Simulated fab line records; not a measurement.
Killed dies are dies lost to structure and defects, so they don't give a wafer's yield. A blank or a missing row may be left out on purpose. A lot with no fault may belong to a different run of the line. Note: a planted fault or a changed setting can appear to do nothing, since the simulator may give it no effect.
Matching of chambers | flow n5 finfet | 4 sister chambers for N5_BEOL_M0_SAQP_MANDREL_ETCH_103 on rie si-05
The step etches a-Si in HBr/Cl2, stops on SiCN, target depth 45 nm, bt time 10 s, time 27 s. 4 wafers are shown with their chamber, then 10 later ones without.

== WAFERS PAIRED WITH THEIR CHAMBERS ==
wafer  | chamber | drypump motor current A (A)
L086.2 | 2       | 6.2
L089.1 | 1       | 5.3
L094.2 | 3       | 5.9
L094.4 | 0       | 6.5

== WAFERS WITH NO CHAMBER GIVEN ==
wafer  | drypump motor current A (A)
L094.5 | 6.5
L095.3 | 6.5
L095.5 | 5.9
L095.6 | 6.2
L096.1 | 6.2
L096.4 | 6.5
L096.5 | 6.2
L097.1 | 6.5
L097.5 | 6.5
L097.6 | 5.8

== WHICH CHAMBER EACH WENT THROUGH ==
wafer  | from the rows above | in truth
L094.5 | 0                   | 0
L095.3 | 0                   | 0
L095.5 | 3                   | 3
L095.6 | 2                   | 2
L096.1 | 2                   | 2
L096.4 | 0                   | 0
L096.5 | 2                   | 2
L097.1 | 0                   | 0
L097.5 | 0                   | 0
L097.6 | 3                   | 3
Correctly placed: 10 of 10. Can't be placed from these rows: 0. Number placed wrongly: 0.
How it was worked out, from the rows above alone: a wafer's distance from a chamber is the root of the sum, over the readings, of the square of ((its reading less the chamber's mean) divided by the reading's scatter). If the next closest chamber is less than 2 further off than the closest, the wafer can't be placed; otherwise it belongs to the closest. The mean given for a chamber averages the wafers shown for that chamber. The scatter: with one shown wafer a chamber, the root of the mean of the squares of how far each hidden wafer lies from its nearest shown one.
